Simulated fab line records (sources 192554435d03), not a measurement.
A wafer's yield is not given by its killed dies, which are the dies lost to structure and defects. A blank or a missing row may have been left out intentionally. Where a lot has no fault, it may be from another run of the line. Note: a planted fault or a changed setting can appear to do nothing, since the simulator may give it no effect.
Chamber matching / flow n5 finfet / N5_BEOL_M5_ETCH_72 on rie diel-06: 4 sister chambers
The step etches underlayer in N2/H2, target depth 6.5 nm, time 5.2 s. 4 wafers are shown with their chamber, then 12 later ones without.

## WAFERS WITH THEIR CHAMBER
wafer=L092.5; chamber=2; drypump motor current A (A)=5.4
wafer=L093.3; chamber=3; drypump motor current A (A)=5.9
wafer=L093.5; chamber=1; drypump motor current A (A)=6.4
wafer=L093.6; chamber=0; drypump motor current A (A)=5.8

## WAFERS WITH NO CHAMBER GIVEN
wafer=L094.2; drypump motor current A (A)=5.9
wafer=L094.3; drypump motor current A (A)=6.3
wafer=L094.5; drypump motor current A (A)=5.4
wafer=L095.1; drypump motor current A (A)=6.0
wafer=L095.4; drypump motor current A (A)=6.4
wafer=L095.6; drypump motor current A (A)=5.5
wafer=L096.1; drypump motor current A (A)=5.4
wafer=L096.2; drypump motor current A (A)=6.3
wafer=L096.3; drypump motor current A (A)=5.9
wafer=L096.4; drypump motor current A (A)=5.8
wafer=L096.5; drypump motor current A (A)=5.8
wafer=L096.6; drypump motor current A (A)=5.9

## CHAMBER TAKEN BY EACH
wafer=L094.2; from the rows above=can't be placed: 3 or 0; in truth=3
wafer=L094.3; from the rows above=1; in truth=1
wafer=L094.5; from the rows above=2; in truth=2
wafer=L095.1; from the rows above=can't be placed: 3 or 0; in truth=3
wafer=L095.4; from the rows above=1; in truth=1
wafer=L095.6; from the rows above=2; in truth=2
wafer=L096.1; from the rows above=2; in truth=2
wafer=L096.2; from the rows above=1; in truth=1
wafer=L096.3; from the rows above=can't be placed: 3 or 0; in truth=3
wafer=L096.4; from the rows above=can't be placed: 0 or 3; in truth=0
wafer=L096.5; from the rows above=can't be placed: 0 or 3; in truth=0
wafer=L096.6; from the rows above=can't be placed: 3 or 0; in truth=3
Placed correctly: 6 of 12. Unplaceable from these rows: 6, with the true chamber sitting among the candidates in 6. 0 placed wrongly.
How it was worked out, from the rows above alone: a wafer's distance from a chamber is the root of the sum, over the readings, of the square of ((its reading less the chamber's mean) divided by the reading's scatter). If the next closest chamber is less than 2 further off than the closest, the wafer can't be placed; otherwise it belongs to the closest. For every chamber, the mean is computed from those of its wafers that are shown. The scatter (one wafer shown for each chamber): square how far every hidden wafer sits from the nearest shown wafer, average those squares and take the square root.
